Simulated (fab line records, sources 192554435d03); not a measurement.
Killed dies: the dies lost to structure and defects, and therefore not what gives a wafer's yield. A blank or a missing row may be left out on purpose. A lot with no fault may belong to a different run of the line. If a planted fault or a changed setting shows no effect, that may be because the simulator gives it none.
Chamber matching	flow n5Finfet	rieDiel-02 running N5_MOL_CONTACT_COAG_DESCUM_13: 4 sister chambers
The step chemistry O2, time 7 s. 4 wafers are shown with their chamber, then 7 later ones without.

WAFERS, EACH WITH ITS CHAMBER
wafer	chamber	drypumpMotorCurrentA (A)
L082.4	0	5.4
L082.6	1	5.4
L086.1	2	6.5
L086.2	3	5.5

WAFERS WHOSE CHAMBER IS MISSING
wafer	drypumpMotorCurrentA (A)
L086.3	5.4
L093.1	5.4
L093.2	5.5
L093.4	6.6
L097.1	6.6
L097.4	5.4
L097.5	6.6

CHAMBER TAKEN BY EACH
wafer	from the rows above	in truth
L086.3	can't be placed: 0 or 1 or 3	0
L093.1	can't be placed: 0 or 1 or 3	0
L093.2	can't be placed: 3 or 0 or 1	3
L093.4	2	2
L097.1	2	2
L097.4	can't be placed: 0 or 1 or 3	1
L097.5	2	2
3 of 7 placed correctly. These rows do not allow placing 4 (true chamber among the candidates in 4). Number placed wrongly: 0.
How it was worked out, from the rows above alone: a wafer's distance from a chamber is the root of the sum, over the readings, of the square of ((its reading less the chamber's mean) divided by the reading's scatter). If the next closest chamber is less than 2 further off than the closest, the wafer can't be placed; otherwise it belongs to the closest. A chamber's mean is the mean of its shown wafers. The scatter (one wafer shown for each chamber): square how far every hidden wafer sits from the nearest shown wafer, average those squares and take the square root.
